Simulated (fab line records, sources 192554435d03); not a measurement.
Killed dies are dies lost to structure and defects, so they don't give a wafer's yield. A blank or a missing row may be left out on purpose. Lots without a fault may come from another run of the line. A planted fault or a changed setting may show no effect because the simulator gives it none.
Which tool did it? | flow n5_finfet | 11 lots, 29 wafers sampled, at 5 steps of a route of 1938

WHAT THE GAUGES READ, wafer by wafer
N5_BEOL_M8_INSPECT_58: inspects for defects (darkfield).
lot  | measured     | on                | raw_defect_count
L297 | day 10 02:44 | defect_inspect-02 | 25 62
L299 | day 12 05:44 | defect_inspect-02 | 92 76
L300 | day 12 06:44 | defect_inspect-02 | 69 77
L298 | day 12 14:11 | defect_inspect-01 | 56 63 73
L302 | day 13 02:57 | defect_inspect-02 | 116 79 99
L304 | day 13 13:07 | defect_inspect-01 | 60 105 121
L315 | day 15 19:20 | defect_inspect-01 | 71 67
L312 | day 15 22:55 | defect_inspect-02 | 66 70 62
L316 | day 16 07:03 | defect_inspect-01 | 80 74 121
L317 | day 16 13:25 | defect_inspect-02 | 66 60 85
L318 | day 16 23:11 | defect_inspect-02 | 70 35 100

N5_BEOL_M9_CD_MEAS_18: pitch 140 nm, target cd 70 nm.
lot  | measured     | on        | cd_nm (nm)
L297 | day 10 05:29 | cd_sem-02 | 69.7 69.8
L299 | day 12 08:44 | cd_sem-02 | 69.6 70.1
L300 | day 12 09:01 | cd_sem-03 | 70.0 69.7
L298 | day 12 17:11 | cd_sem-03 | 70.2 69.6 70.8
L302 | day 13 07:37 | cd_sem-03 | 71.0 68.8 70.4
L304 | day 13 16:20 | cd_sem-03 | 73.9 68.3 72.8
L315 | day 15 22:01 | cd_sem-01 | 70.6 70.3
L312 | day 16 03:03 | cd_sem-02 | 70.7 70.6 70.4
L316 | day 16 10:22 | cd_sem-03 | 71.8 70.8 70.0
L317 | day 16 16:04 | cd_sem-01 | 70.6 70.8 70.6
L318 | day 17 03:10 | cd_sem-02 | 70.1 69.7 70.8

WHICH TOOL RAN EACH LOT (tool, then ch and the chambers of the sampled wafers, then the start)
lot  | N5_BEOL_M8_ANNEAL_51             | N5_BEOL_M8_DEP_56             | N5_BEOL_M9_ETCH_62
L297 | rtp_anneal-01 ch 0, day 10 02:04 | pecvd-04 ch 0,1, day 10 02:38 | rie_diel-01 ch 0,2, day 10 04:47
L299 | rtp_anneal-01 ch 0, day 12 04:58 | pecvd-02 ch 0,2, day 12 05:38 | rie_diel-01 ch 0, day 12 08:22
L300 | rtp_anneal-01 ch 0, day 12 06:04 | pecvd-01 ch 0,1, day 12 06:38 | rie_diel-01 ch 0,3, day 12 08:39
L298 | rtp_anneal-01 ch 0, day 12 13:26 | pecvd-02 ch 0,2, day 12 14:06 | rie_diel-05 ch 1,2, day 12 16:44
L302 | rtp_anneal-01 ch 0, day 13 02:12 | pecvd-01 ch 1,2, day 13 02:52 | rie_diel-05 ch 0,3, day 13 07:14
L304 | rtp_anneal-02 ch 0, day 13 12:22 | pecvd-04 ch 0,2, day 13 13:02 | rie_diel-01 ch 0,1,2, day 13 15:58
L315 | rtp_anneal-02 ch 0, day 15 18:35 | pecvd-01 ch 0,2, day 15 19:14 | rie_diel-05 ch 0,3, day 15 21:38
L312 | rtp_anneal-01 ch 0, day 15 22:08 | pecvd-01 ch 0,2, day 15 22:48 | rie_diel-06 ch 1,2,3, day 16 02:41
L316 | rtp_anneal-02 ch 0, day 16 06:18 | pecvd-02 ch 0,2, day 16 06:57 | rie_diel-06 ch 0,2,3, day 16 09:59
L317 | rtp_anneal-02 ch 0, day 16 12:40 | pecvd-04 ch 0,2, day 16 13:19 | rie_diel-05 ch 0,3, day 16 15:42
L318 | rtp_anneal-02 ch 0, day 16 22:32 | pecvd-01 ch 0,1, day 16 23:05 | rie_diel-06 ch 0,2,3, day 17 02:48
- N5_BEOL_M8_ANNEAL_51: time 90 s.
- N5_BEOL_M8_DEP_56: deposits SiCN from 3MS/NH3, target thk 10 nm, time 17.5 s.
- N5_BEOL_M9_ETCH_62: etches SOC in N2/H2, target depth 110 nm, overetch 22 nm, time 165 s.

WHAT THE TOOLS THEMSELVES READ (means of the sampled wafers that have a number; where no wafer has one, the mark that the record gives instead)
N5_BEOL_M8_ANNEAL_51.
lot  | tool          | wafer_temp_C_max
L297 | rtp_anneal-01 | 226.1
L299 | rtp_anneal-01 | 226.2
L300 | rtp_anneal-01 | 226.6
L298 | rtp_anneal-01 | 226.1
L302 | rtp_anneal-01 | 226.1
L304 | rtp_anneal-02 | 226.5
L315 | rtp_anneal-02 | 226.7
L312 | rtp_anneal-01 | 226.2
L316 | rtp_anneal-02 | 226.8
L317 | rtp_anneal-02 | 226.6
L318 | rtp_anneal-02 | 226.6

N5_BEOL_M8_DEP_56.
lot  | tool     | chamber_pressure_Torr (Torr) | rf_fwd_power_W (W) | showerhead_plenum_p_Torr (Torr) | throttle_valve_pct (%)
L297 | pecvd-04 | 3.000                        | 200.6              | 3.662                           | 9.4
L299 | pecvd-02 | 2.996                        | 200.6              | 3.672                           | 9.1
L300 | pecvd-01 | 3.002                        | 200.9              | 3.665                           | 9.6
L298 | pecvd-02 | 2.994                        | 200.1              | 3.676                           | 8.8
L302 | pecvd-01 | 3.001                        | 200.1              | 3.666                           | 9.3
L304 | pecvd-04 | 2.998                        | 199.1              | 3.646                           | 8.5
L315 | pecvd-01 | 2.997                        | 200.4              | 3.679                           | 9.3
L312 | pecvd-01 | 3.002                        | 200.4              | 3.669                           | 9.2
L316 | pecvd-02 | 2.999                        | 200.3              | 3.673                           | 9.1
L317 | pecvd-04 | 3.012                        | 199.6              | 3.646                           | 8.6
L318 | pecvd-01 | 3.006                        | 200.5              | 3.681                           | 9.7

N5_BEOL_M9_ETCH_62.
lot  | tool        | drypump_motor_current_A (A) | n2_flow_sccm (sccm) | oes_product_au (a.u.) | rf_fwd_power_W (W) | rf_vpp_V (V) | showerhead_plenum_p_Torr (Torr) | throttle_valve_pct (%)
L297 | rie_diel-01 | 5.67                        | 200.4               | 0.65                  | 836.2              | 524.5        | 2.54                            | 17.75
L299 | rie_diel-01 | 5.67                        | 199.9               | 0.68                  | 835.5              | 521.2        | 2.46                            | 17.38
L300 | rie_diel-01 | 5.77                        | 200.4               | 0.72                  | 836.5              | 523.2        | 2.51                            | 17.30
L298 | rie_diel-05 | 5.50                        | 200.4               | 0.75                  | 834.4              | 521.9        | 2.47                            | 17.80
L302 | rie_diel-05 | 5.78                        | 200.2               | 0.65                  | 839.7              | 522.2        | 2.47                            | 17.65
L304 | rie_diel-01 | 5.82                        | 199.9               | 0.64                  | 835.5              | 523.3        | 2.55                            | 17.86
L315 | rie_diel-05 | 5.78                        | 200.1               | 0.64                  | 835.2              | 522.0        | 2.47                            | 17.75
L312 | rie_diel-06 | 5.91                        | 200.0               | 0.71                  | 836.3              | 525.9        | 2.62                            | 17.79
L316 | rie_diel-06 | 5.77                        | 200.5               | 0.62                  | 835.8              | 524.7        | 2.58                            | 18.05
L317 | rie_diel-05 | 5.76                        | 200.1               | 0.61                  | 839.1              | 522.7        | 2.48                            | 17.80
L318 | rie_diel-06 | 5.77                        | 200.1               | 0.62                  | 837.7              | 524.5        | 2.58                            | 18.06

THE ANSWER, worked out from the rows above alone
Rule: what is usual is taken from the lots themselves. Put in order of their means at a reading, lots are off if they are a third of the lots or fewer, leave a main group of 4 or more, and stand apart from it by a gap of 3 or more times the standard deviation of the main group's means; of several such gaps the widest counts. A main group whose means are all the same, to the digits that the tables above print for the reading, isn't used. A lot without any number at a reading at which 4 lots or more have one is off too. The other lots that the step has rows for count as sound. The gauges are gone through in route order, then the tools' own readings, and for those a lot's mean is taken as printed above. The first step at which some lot is off is used, and at that step the reading that is off furthest; a lot without a number counts as furthest.
No lot is off at any reading shown: from this, nothing can be told.

WHAT THE SIMULATOR HAD PUT IN
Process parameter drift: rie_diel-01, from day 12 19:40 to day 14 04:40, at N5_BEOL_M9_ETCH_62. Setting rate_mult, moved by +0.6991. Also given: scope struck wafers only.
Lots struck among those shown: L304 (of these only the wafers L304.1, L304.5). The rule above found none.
